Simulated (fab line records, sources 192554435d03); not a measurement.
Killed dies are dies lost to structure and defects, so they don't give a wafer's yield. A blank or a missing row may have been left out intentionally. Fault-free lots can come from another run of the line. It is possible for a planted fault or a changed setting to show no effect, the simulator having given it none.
Matching of chambers || flow n5_finfet || N5_SDB_CMP_30 on cmp-01: 4 sister chambers
The step polishes, stops on poly-Si, t overpolish 1.54 s, target thk 30 nm. 4 wafers are shown with their chamber, then 7 later ones without.

EACH WAFER AND ITS CHAMBER
{"wafer": "L074.5", "chamber": 0, "motor_current_A (A)": 11.3}
{"wafer": "L077.3", "chamber": 3, "motor_current_A (A)": 13.7}
{"wafer": "L090.1", "chamber": 1, "motor_current_A (A)": 13.4}
{"wafer": "L090.4", "chamber": 2, "motor_current_A (A)": 11.5}

WAFERS WITHOUT THEIR CHAMBER
{"wafer": "L090.5", "motor_current_A (A)": 13.4}
{"wafer": "L094.3", "motor_current_A (A)": 13.1}
{"wafer": "L094.4", "motor_current_A (A)": 13.8}
{"wafer": "L094.6", "motor_current_A (A)": 11.5}
{"wafer": "L096.1", "motor_current_A (A)": 11.4}
{"wafer": "L096.2", "motor_current_A (A)": 11.8}
{"wafer": "L096.4", "motor_current_A (A)": 13.1}

EACH ONE'S CHAMBER
{"wafer": "L090.5", "from the rows above": "can't be placed: 1 or 3", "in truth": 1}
{"wafer": "L094.3", "from the rows above": "can't be placed: 1 or 3", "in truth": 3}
{"wafer": "L094.4", "from the rows above": "can't be placed: 3 or 1", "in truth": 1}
{"wafer": "L094.6", "from the rows above": "can't be placed: 2 or 0", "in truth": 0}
{"wafer": "L096.1", "from the rows above": "can't be placed: 0 or 2", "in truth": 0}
{"wafer": "L096.2", "from the rows above": "can't be placed: 2 or 0", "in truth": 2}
{"wafer": "L096.4", "from the rows above": "can't be placed: 1 or 3", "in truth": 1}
0 of 7 placed correctly. Not placeable from these rows: 7 (in 7, the candidates include the true chamber). Placed wrongly: 0.
How it was worked out, from the rows above alone: a wafer's distance from a chamber is the root of the sum, over the readings, of the square of ((its reading less the chamber's mean) divided by the reading's scatter). The wafer belongs to the nearest chamber; if the next one is less than 2 further off, it can't be placed. For every chamber, the mean is computed from those of its wafers that are shown. The scatter (one wafer shown for each chamber): square how far every hidden wafer sits from the nearest shown wafer, average those squares and take the square root.
